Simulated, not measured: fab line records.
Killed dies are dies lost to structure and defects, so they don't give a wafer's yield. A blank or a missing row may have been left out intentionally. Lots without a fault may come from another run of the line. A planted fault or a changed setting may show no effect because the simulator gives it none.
Chamber matching | flow nandHarc | NHARC_P_M1_PRE_CLEAN_32 on pecvd-04 has 3 sister chambers
The step time 12 s. 6 wafers are shown with their chamber, then 9 later ones without.

## EACH WAFER AND ITS CHAMBER
wafer  | chamber | heaterPowerW (W) | heaterPowerOuterW (W)
L084.1 | 1       | 701              | 407
L084.3 | 0       | 583              | 331
L084.4 | 0       | 576              | 317
L083.1 | 2       | 846              | 481
L083.3 | 1       | 633              | 391
L083.4 | 2       | 852              | 477

## WAFERS WITHOUT THEIR CHAMBER
wafer  | heaterPowerW (W) | heaterPowerOuterW (W)
L086.1 | 610              | 362
L086.4 | 623              | 360
L086.6 | 605              | 336
L087.1 | 571              | 333
L087.4 | 611              | 353
L087.6 | 598              | 327
L091.3 | 703              | 399
L091.4 | 599              | 359
L091.5 | 712              | 395

## EACH ONE'S CHAMBER
wafer  | from the rows above     | in truth
L086.1 | can't be placed: 0 or 1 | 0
L086.4 | can't be placed: 0 or 1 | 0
L086.6 | 0                       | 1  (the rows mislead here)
L087.1 | 0                       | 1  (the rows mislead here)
L087.4 | 0                       | 0
L087.6 | 0                       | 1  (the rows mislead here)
L091.3 | 1                       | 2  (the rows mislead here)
L091.4 | can't be placed: 0 or 1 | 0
L091.5 | 1                       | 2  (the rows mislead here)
Placed correctly: 1 of 9. Can't be placed from these rows: 3 (the true chamber is among the candidates in 3). 5 placed wrongly.
How it was worked out, from the rows above alone: a wafer's distance from a chamber is the root of the sum, over the readings, of the square of ((its reading less the chamber's mean) divided by the reading's scatter). The wafer belongs to the nearest chamber; if the next one is less than 2 further off, it can't be placed. The mean given for a chamber averages the wafers shown for that chamber. The scatter is the square root of a quotient: the sum, over the shown wafers, of each reading's squared deviation from its chamber's mean, divided by wafers minus chambers.
